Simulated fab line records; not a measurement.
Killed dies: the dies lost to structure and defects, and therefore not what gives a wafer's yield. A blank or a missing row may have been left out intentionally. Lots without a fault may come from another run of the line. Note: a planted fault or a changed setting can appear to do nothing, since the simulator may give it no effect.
Which of the tools did it? | flow nand-harc | 24 lots, 72 wafers sampled, at 6 steps of a route of 1302

WHAT THE GAUGES SHOWED, per wafer
The record lacks any reading of a measuring or inspecting step that a usual standard deviation could be used to judge.

WHICH TOOL RAN EACH LOT (tool, then ch and the chambers of the sampled wafers, then the start)
lot  | NHARC_A_STAIRCASE_DESCUM_186       | NHARC_A_STAIRCASE_ETCH_190                    | NHARC_A_STAIRCASE_ETCH_199                    | NHARC_A_STAIRCASE_STRIP_205          | NHARC_A_STAIRCASE_ETCH_221     | NHARC_A_STAIRCASE_ETCH_234
L074 | rie-diel-01 ch 2,3, day 16 04:02   | rie-diel-01 ch 1,2,3, day 16 06:51 or earlier | rie-diel-01 ch 0,1,2, day 16 06:51 or earlier | plasma-asher-01 ch 1, day 16 06:51   | rie-diel-01 ch 1,3, no start   | rie-diel-06 ch 2,3, no start
L075 | rie-diel-08 ch 0,3, day 16 09:58   | rie-diel-06 ch 1,2,3, day 16 12:20 or earlier | rie-diel-01 ch 0,1,2, day 16 12:20 or earlier | plasma-asher-02 ch 0, day 16 12:20   | rie-diel-06 ch 0,1, no start   | rie-diel-06 ch 1,3, no start
L076 | rie-diel-01 ch 0,1,2, day 16 14:10 | rie-diel-01 ch 0,3, day 16 16:19 or earlier   | rie-diel-01 ch 1,2,3, day 16 16:19 or earlier | plasma-asher-01 ch 0,1, day 16 16:19 | rie-diel-06 ch 0,3, no start   | rie-diel-06 ch 0,2,3, no start
L077 | rie-diel-06 ch 0,1,3, day 16 23:31 | rie-diel-06 ch 2,3, day 17 01:48 or earlier   | rie-diel-08 ch 0,1,3, day 17 01:48 or earlier | plasma-asher-02 ch 0,1, day 17 01:48 | rie-diel-06 ch 0,2,3, no start | rie-diel-08 ch 0,1,2, no start
L078 | rie-diel-06 ch 1,2,3, day 17 07:44 | rie-diel-06 ch 2,3, day 17 10:04 or earlier   | rie-diel-06 ch 0,2,3, day 17 10:04 or earlier | plasma-asher-01 ch 0,1, day 17 10:04 | rie-diel-06 ch 0,1,3, no start | rie-diel-08 ch 1,3, no start
L079 | rie-diel-06 ch 0,2,3, day 17 09:07 | rie-diel-06 ch 0,1,2, day 17 16:18 or earlier | rie-diel-06 ch 0,3, day 17 16:18 or earlier   | plasma-asher-01 ch 0,1, day 17 16:18 | rie-diel-01 ch 0,1, no start   | rie-diel-06 ch 2,3, no start
L080 | rie-diel-08 ch 1,2,3, day 17 22:43 | rie-diel-08 ch 0,2,3, day 18 00:53 or earlier | rie-diel-08 ch 1,2,3, day 18 00:53 or earlier | plasma-asher-01 ch 0,1, day 18 00:53 | rie-diel-01 ch 0,1,2, no start | rie-diel-08 ch 0,1,2, no start
L081 | rie-diel-01 ch 0,1,2, day 18 18:23 | rie-diel-01 ch 0,1,3, day 18 20:33 or earlier | rie-diel-06 ch 1,2, day 18 20:33 or earlier   | plasma-asher-01 ch 0,1, day 18 20:33 | rie-diel-01 ch 1,2,3, no start | rie-diel-06 ch 0,1,3, no start
L082 | rie-diel-06 ch 1,2,3, day 19 07:38 | rie-diel-06 ch 0,1,2, day 19 13:14 or earlier | rie-diel-01 ch 0,1, day 19 13:14 or earlier   | plasma-asher-02 ch 0,1, day 19 13:14 | rie-diel-01 ch 0,1,2, no start | rie-diel-01 ch 2,3, no start
L083 | rie-diel-06 ch 0,3, day 20 03:53   | rie-diel-06 ch 1,2, day 20 06:03 or earlier   | rie-diel-06 ch 0,1,2, day 20 06:03 or earlier | plasma-asher-01 ch 0,1, day 20 06:03 | rie-diel-06 ch 0,2,3, no start | rie-diel-08 ch 0,2, no start
L085 | rie-diel-06 ch 0,1,3, day 20 12:12 | rie-diel-06 ch 0,2,3, day 20 14:26 or earlier | rie-diel-06 ch 1,2,3, day 20 14:26 or earlier | plasma-asher-02 ch 0,1, day 20 14:26 | rie-diel-01 ch 0,2,3, no start | rie-diel-01 ch 1,2,3, no start
L084 | rie-diel-06 ch 1,2,3, day 20 14:47 | rie-diel-06 ch 0,2, day 20 17:03 or earlier   | rie-diel-06 ch 1,2,3, day 20 17:03 or earlier | plasma-asher-01 ch 0,1, day 20 17:03 | rie-diel-06 ch 0,2, no start   | rie-diel-01 ch 0,1,3, no start
L086 | rie-diel-01 ch 1,2,3, day 20 15:21 | rie-diel-01 ch 0,1,2, day 20 17:49 or earlier | rie-diel-08 ch 0,2, day 20 17:49 or earlier   | plasma-asher-02 ch 0,1, day 20 17:49 | rie-diel-01 ch 0,2,3, no start | rie-diel-01 ch 0,1,2, no start
L088 | rie-diel-08 ch 1,3, day 21 19:59   | rie-diel-08 ch 0,1, day 21 23:02 or earlier   | rie-diel-08 ch 1,2,3, day 21 23:02 or earlier | plasma-asher-02 ch 0,1, day 21 23:02 | rie-diel-01 ch 1,3, no start   | rie-diel-06 ch 1,3, no start
L087 | rie-diel-06 ch 0,1, day 21 23:36   | rie-diel-06 ch 0,1,3, day 22 02:19 or earlier | rie-diel-08 ch 1,2,3, day 22 02:19 or earlier | plasma-asher-01 ch 0,1, day 22 02:19 | rie-diel-01 ch 1,2, no start   | rie-diel-06 ch 0,1,3, no start
L089 | rie-diel-01 ch 1,3, day 22 10:40   | rie-diel-01 ch 0,1, day 22 12:55 or earlier   | rie-diel-01 ch 0,1,2, day 22 12:55 or earlier | plasma-asher-01 ch 1, day 22 12:55   | rie-diel-01 ch 1,2, no start   | rie-diel-01 ch 1,2,3, no start
L091 | rie-diel-08 ch 0,1,2, day 23 01:57 | rie-diel-08 ch 2,3, day 23 05:05 or earlier   | rie-diel-08 ch 1,2,3, day 23 05:05 or earlier | plasma-asher-02 ch 0,1, day 23 05:05 | rie-diel-08 ch 0,1,3, no start | rie-diel-08 ch 2,3, no start
L090 | rie-diel-08 ch 0,1, day 23 03:23   | rie-diel-08 ch 0,1,2, day 23 06:57 or earlier | rie-diel-01 ch 2,3, day 23 06:57 or earlier   | plasma-asher-01 ch 0,1, day 23 06:57 | rie-diel-08 ch 2,3, no start   | rie-diel-08 ch 0,1,3, no start
L092 | rie-diel-06 ch 0,1,3, day 23 06:35 | rie-diel-06 ch 0,1,3, day 23 12:56 or earlier | rie-diel-06 ch 0,1,3, day 23 12:56 or earlier | plasma-asher-02 ch 0,1, day 23 12:56 | rie-diel-06 ch 0,1,3, no start | rie-diel-01 ch 1,2,3, no start
L093 | rie-diel-08 ch 0,1,2, day 23 15:51 | rie-diel-08 ch 0,2,3, day 23 18:44 or earlier | rie-diel-06 ch 0,1,3, day 23 18:44 or earlier | plasma-asher-02 ch 0,1, day 23 18:44 | rie-diel-06 ch 0,1, no start   | rie-diel-01 ch 1,2, no start
L094 | rie-diel-01 ch 0,1,3, day 24 04:41 | rie-diel-01 ch 0,1,3, day 24 06:58 or earlier | rie-diel-08 ch 0,1,3, day 24 06:58 or earlier | plasma-asher-01 ch 0,1, day 24 06:58 | rie-diel-08 ch 0,3, no start   | rie-diel-06 ch 0,1, no start
L096 | rie-diel-06 ch 1,2,3, day 24 19:14 | rie-diel-06 ch 0,2,3, day 24 21:41 or earlier | rie-diel-06 ch 1,2,3, day 24 21:41 or earlier | plasma-asher-02 ch 0,1, day 24 21:41 | rie-diel-01 ch 0,2,3, no start | rie-diel-01 ch 0,1,2, no start
L095 | rie-diel-06 ch 1,3, day 24 19:28   | rie-diel-06 ch 0,1,2, day 24 22:20 or earlier | rie-diel-01 ch 1,2,3, day 24 22:20 or earlier | plasma-asher-01 ch 0, day 24 22:20   | rie-diel-06 ch 2,3, no start   | rie-diel-06 ch 0,2,3, no start
L097 | rie-diel-01 ch 0,1,3, day 25 16:29 | rie-diel-01 ch 0,3, day 25 18:40 or earlier   | rie-diel-08 ch 0,2,3, day 25 18:40 or earlier | plasma-asher-01 ch 0,1, day 25 18:40 | rie-diel-08 ch 1,2,3, no start | rie-diel-06 ch 0,1, no start
- NHARC_A_STAIRCASE_DESCUM_186: chemistry O2, time 3 s.
- NHARC_A_STAIRCASE_ETCH_190: etches the open film in C4F8/O2, target depth 100 nm, time 40.5 s.
- NHARC_A_STAIRCASE_ETCH_199: etches the open film in C4F8/O2, target depth 100 nm, time 40.5 s.
- NHARC_A_STAIRCASE_STRIP_205: strips in O2.
- NHARC_A_STAIRCASE_ETCH_221: etches the open film in C4F8/O2, target depth 100 nm, time 40.5 s.
- NHARC_A_STAIRCASE_ETCH_234: etches the open film in C4F8/O2, target depth 100 nm, time 40.5 s.

WHAT THE TOOLS THEMSELVES READ (means of the sampled wafers that have a number; where no wafer has one, the mark that the record gives instead)
NHARC_A_STAIRCASE_DESCUM_186.
lot  | tool        | drypump-motor-current-A (A) | mfc-ar-sccm (sccm) | oes-product-au (a.u.) | rf-vpp-V (V) | showerhead-plenum-p-Torr (Torr) | throttle-valve-pct (%)
L074 | rie-diel-01 | 5.6                         | 0.003              | 1.008                 | 57.6         | 1.88                            | 11.316
L075 | rie-diel-08 | 5.1                         | 0.015              | 1.002                 | 58.1         | 1.91                            | 11.318
L076 | rie-diel-01 | 6.1                         | 0.018              | 1.002                 | 57.7         | 1.90                            | 11.313
L077 | rie-diel-06 | 5.3                         | 0.009              | 0.993                 | 58.1         | 1.87                            | 11.305
L078 | rie-diel-06 | 5.0                         | 0.009              | 1.007                 | 58.8         | 1.87                            | 11.312
L079 | rie-diel-06 | 5.1                         | 0.009              | 1.004                 | 57.4         | 1.78                            | 11.310
L080 | rie-diel-08 | 5.0                         | 0.000              | 0.995                 | 57.8         | 1.93                            | 11.309
L081 | rie-diel-01 | 6.1                         | 0.018              | 0.996                 | 57.8         | 1.89                            | 11.302
L082 | rie-diel-06 | 4.9                         | 0.009              | 1.003                 | 57.4         | 1.87                            | 11.309
L083 | rie-diel-06 | 5.4                         | 0.009              | 1.012                 | 57.8         | 1.78                            | 11.309
L085 | rie-diel-06 | 5.3                         | 0.009              | 1.010                 | 57.9         | 1.86                            | 11.311
L084 | rie-diel-06 | 5.0                         | 0.009              | 1.009                 | 57.6         | 1.86                            | 11.302
L086 | rie-diel-01 | 5.9                         | 0.012              | 0.999                 | 57.2         | 1.87                            | 11.315
L088 | rie-diel-08 | 5.1                         | 0.000              | 0.995                 | 57.3         | 2.00                            | 11.306
L087 | rie-diel-06 | 5.3                         | 0.000              | 0.991                 | 59.0         | 2.05                            | 11.315
L089 | rie-diel-01 | 5.6                         | 0.013              | 1.011                 | 57.8         | 1.83                            | 11.310
L091 | rie-diel-08 | 4.9                         | 0.008              | 1.000                 | 58.2         | 1.85                            | 11.309
L090 | rie-diel-08 | 5.0                         | 0.015              | 1.008                 | 57.8         | 1.86                            | 11.309
L092 | rie-diel-06 | 5.3                         | 0.009              | 1.007                 | 57.5         | 1.96                            | 11.314
L093 | rie-diel-08 | 4.9                         | 0.008              | 0.999                 | 57.8         | 1.84                            | 11.313
L094 | rie-diel-01 | 5.9                         | 0.020              | 0.999                 | 57.5         | 1.84                            | 11.307
L096 | rie-diel-06 | 5.0                         | 0.009              | 1.001                 | 58.0         | 1.96                            | 11.309
L095 | rie-diel-06 | 5.1                         | 0.009              | 0.996                 | 57.7         | 1.94                            | 11.309
L097 | rie-diel-01 | 5.8                         | 0.020              | 1.004                 | 57.7         | 1.84                            | 11.318

NHARC_A_STAIRCASE_ETCH_190.
lot  | tool        | oes-product-au (a.u.) | rf-fwd-power-W (W) | rf-vpp-V (V)
L074 | rie-diel-01 | 0.945                 | 592                | 893
L075 | rie-diel-06 | 0.948                 | 594                | 894
L076 | rie-diel-01 | 0.948                 | 593                | 893
L077 | rie-diel-06 | 0.967                 | 593                | 889
L078 | rie-diel-06 | 0.958                 | 595                | 887
L079 | rie-diel-06 | 0.931                 | 590                | 893
L080 | rie-diel-08 | 0.931                 | 595                | 895
L081 | rie-diel-01 | 0.946                 | 592                | 892
L082 | rie-diel-06 | 0.954                 | 590                | 892
L083 | rie-diel-06 | 0.941                 | 590                | 898
L085 | rie-diel-06 | 0.955                 | 594                | 887
L084 | rie-diel-06 | 0.939                 | 592                | 886
L086 | rie-diel-01 | 0.947                 | 593                | 894
L088 | rie-diel-08 | 0.960                 | 593                | 892
L087 | rie-diel-06 | 0.938                 | 591                | 899
L089 | rie-diel-01 | 0.946                 | 594                | 893
L091 | rie-diel-08 | 0.954                 | 595                | 894
L090 | rie-diel-08 | 0.931                 | 594                | 891
L092 | rie-diel-06 | 0.933                 | 592                | 899
L093 | rie-diel-08 | 0.950                 | 593                | 895
L094 | rie-diel-01 | 0.952                 | 593                | 891
L096 | rie-diel-06 | 0.937                 | 590                | 899
L095 | rie-diel-06 | 0.935                 | 590                | 905
L097 | rie-diel-01 | 0.938                 | 591                | 891

NHARC_A_STAIRCASE_ETCH_199.
lot  | tool        | oes-product-au (a.u.) | rf-fwd-power-W (W) | rf-vpp-V (V)
L074 | rie-diel-01 | 0.942                 | 595.5              | 895
L075 | rie-diel-01 | 0.957                 | 592.7              | 894
L076 | rie-diel-01 | 0.943                 | 591.8              | 894
L077 | rie-diel-08 | 0.948                 | 593.6              | 898
L078 | rie-diel-06 | 0.944                 | 593.1              | 888
L079 | rie-diel-06 | 0.937                 | 591.0              | 889
L080 | rie-diel-08 | 0.937                 | 594.7              | 896
L081 | rie-diel-06 | 0.957                 | 587.1              | 898
L082 | rie-diel-01 | 0.968                 | 593.1              | 892
L083 | rie-diel-06 | 0.941                 | 592.0              | 892
L085 | rie-diel-06 | 0.950                 | 594.2              | 892
L084 | rie-diel-06 | 0.943                 | 592.5              | 892
L086 | rie-diel-08 | 0.943                 | 592.3              | 890
L088 | rie-diel-08 | 0.942                 | 593.2              | 896
L087 | rie-diel-08 | 0.932                 | 590.8              | 897
L089 | rie-diel-01 | 0.938                 | 593.3              | 894
L091 | rie-diel-08 | 0.931                 | 592.8              | 897
L090 | rie-diel-01 | 0.953                 | 592.6              | 893
L092 | rie-diel-06 | 0.945                 | 589.7              | 899
L093 | rie-diel-06 | 0.953                 | 590.2              | 899
L094 | rie-diel-08 | 0.964                 | 593.0              | 897
L096 | rie-diel-06 | 0.932                 | 593.2              | 899
L095 | rie-diel-01 | 0.961                 | 591.7              | 892
L097 | rie-diel-08 | 0.959                 | 591.6              | 894

NHARC_A_STAIRCASE_STRIP_205.
lot  | tool            | drypump-motor-current-A (A) | heater-power-w (W)
L074 | plasma-asher-01 | 5.7                         | 330
L075 | plasma-asher-02 | 5.3                         | 410
L076 | plasma-asher-01 | 5.6                         | 332
L077 | plasma-asher-02 | 5.9                         | 374
L078 | plasma-asher-01 | 5.5                         | 322
L079 | plasma-asher-01 | 5.5                         | 328
L080 | plasma-asher-01 | 5.5                         | 327
L081 | plasma-asher-01 | 5.6                         | 329
L082 | plasma-asher-02 | 5.9                         | 365
L083 | plasma-asher-01 | 5.6                         | 326
L085 | plasma-asher-02 | 5.6                         | 383
L084 | plasma-asher-01 | 5.6                         | 324
L086 | plasma-asher-02 | 5.9                         | 375
L088 | plasma-asher-02 | 5.9                         | 368
L087 | plasma-asher-01 | 5.5                         | 326
L089 | plasma-asher-01 | 5.7                         | 327
L091 | plasma-asher-02 | 5.6                         | 387
L090 | plasma-asher-01 | 5.6                         | 321
L092 | plasma-asher-02 | 5.8                         | 375
L093 | plasma-asher-02 | 5.6                         | 387
L094 | plasma-asher-01 | 5.6                         | 329
L096 | plasma-asher-02 | 5.9                         | 367
L095 | plasma-asher-01 | 5.4                         | 326
L097 | plasma-asher-01 | 5.5                         | 323

NHARC_A_STAIRCASE_ETCH_221.
lot  | tool        | oes-product-au (a.u.) | rf-fwd-power-W (W) | rf-vpp-V (V)
L074 | rie-diel-01 | 0.962                 | 592                | 892
L075 | rie-diel-06 | 0.939                 | 590                | 898
L076 | rie-diel-06 | 0.957                 | 591                | 889
L077 | rie-diel-06 | 0.951                 | 592                | 887
L078 | rie-diel-06 | 0.924                 | 593                | 893
L079 | rie-diel-01 | 0.929                 | 593                | 892
L080 | rie-diel-01 | 0.943                 | 595                | 895
L081 | rie-diel-01 | 0.944                 | 592                | 894
L082 | rie-diel-01 | 0.947                 | 594                | 895
L083 | rie-diel-06 | 0.927                 | 591                | 887
L085 | rie-diel-01 | 0.923                 | 593                | 894
L084 | rie-diel-06 | 0.948                 | 589                | 886
L086 | rie-diel-01 | 0.947                 | 592                | 894
L088 | rie-diel-01 | 0.953                 | 592                | 890
L087 | rie-diel-01 | 0.924                 | 592                | 896
L089 | rie-diel-01 | 0.927                 | 591                | 893
L091 | rie-diel-08 | 0.947                 | 594                | 896
L090 | rie-diel-08 | 0.912                 | 595                | 899
L092 | rie-diel-06 | 0.927                 | 591                | 900
L093 | rie-diel-06 | 0.932                 | 588                | 904
L094 | rie-diel-08 | 0.933                 | 595                | 900
L096 | rie-diel-01 | 0.948                 | 593                | 894
L095 | rie-diel-06 | 0.948                 | 595                | 899
L097 | rie-diel-08 | 0.948                 | 594                | 896

NHARC_A_STAIRCASE_ETCH_234.
lot  | tool        | oes-product-au (a.u.) | rf-fwd-power-W (W) | rf-vpp-V (V)
L074 | rie-diel-06 | 0.960                 | 593                | 889
L075 | rie-diel-06 | 0.960                 | 592                | 894
L076 | rie-diel-06 | 0.942                 | 592                | 888
L077 | rie-diel-08 | 0.937                 | 593                | 893
L078 | rie-diel-08 | 0.927                 | 595                | 899
L079 | rie-diel-06 | 0.955                 | 594                | 888
L080 | rie-diel-08 | 0.937                 | 594                | 893
L081 | rie-diel-06 | 0.955                 | 591                | 894
L082 | rie-diel-01 | 0.937                 | 593                | 896
L083 | rie-diel-08 | 0.938                 | 592                | 891
L085 | rie-diel-01 | 0.945                 | 592                | 893
L084 | rie-diel-01 | 0.945                 | 593                | 892
L086 | rie-diel-01 | 0.943                 | 594                | 894
L088 | rie-diel-06 | 0.949                 | 592                | 898
L087 | rie-diel-06 | 0.946                 | 591                | 899
L089 | rie-diel-01 | 0.943                 | 591                | 893
L091 | rie-diel-08 | 0.926                 | 595                | 893
L090 | rie-diel-08 | 0.941                 | 594                | 896
L092 | rie-diel-01 | 0.951                 | 593                | 892
L093 | rie-diel-01 | 0.929                 | 593                | 896
L094 | rie-diel-06 | 0.940                 | 588                | 904
L096 | rie-diel-01 | 0.951                 | 595                | 894
L095 | rie-diel-06 | 0.949                 | 595                | 900
L097 | rie-diel-06 | 0.955                 | 588                | 904

THE ANSWER, worked out from the rows above alone
Rule: the lots themselves supply what counts as usual. The widest of any qualifying gaps counts: lots, ordered by their means at a reading, are off when they make up no more than a third of the lots, leave a main group of 4 or more, and stand apart from it by 3 or more times the standard deviation of that group's means. Not used: any main group whose means are identical at the precision the tables above print for the reading. Also off: a lot with no number at a reading for which 4 or more lots have one. Where the step has rows for the other lots, those lots are counted as sound. Order of review: gauges by route order, followed by the tools' own readings, for which a lot's mean as printed above is used. At the first step where some lot is off, the reading lying furthest off is the one used; lots without a number count as furthest.
Nothing can be told from this: no lot is off at any reading shown.

WHAT THE SIMULATOR PUT IN
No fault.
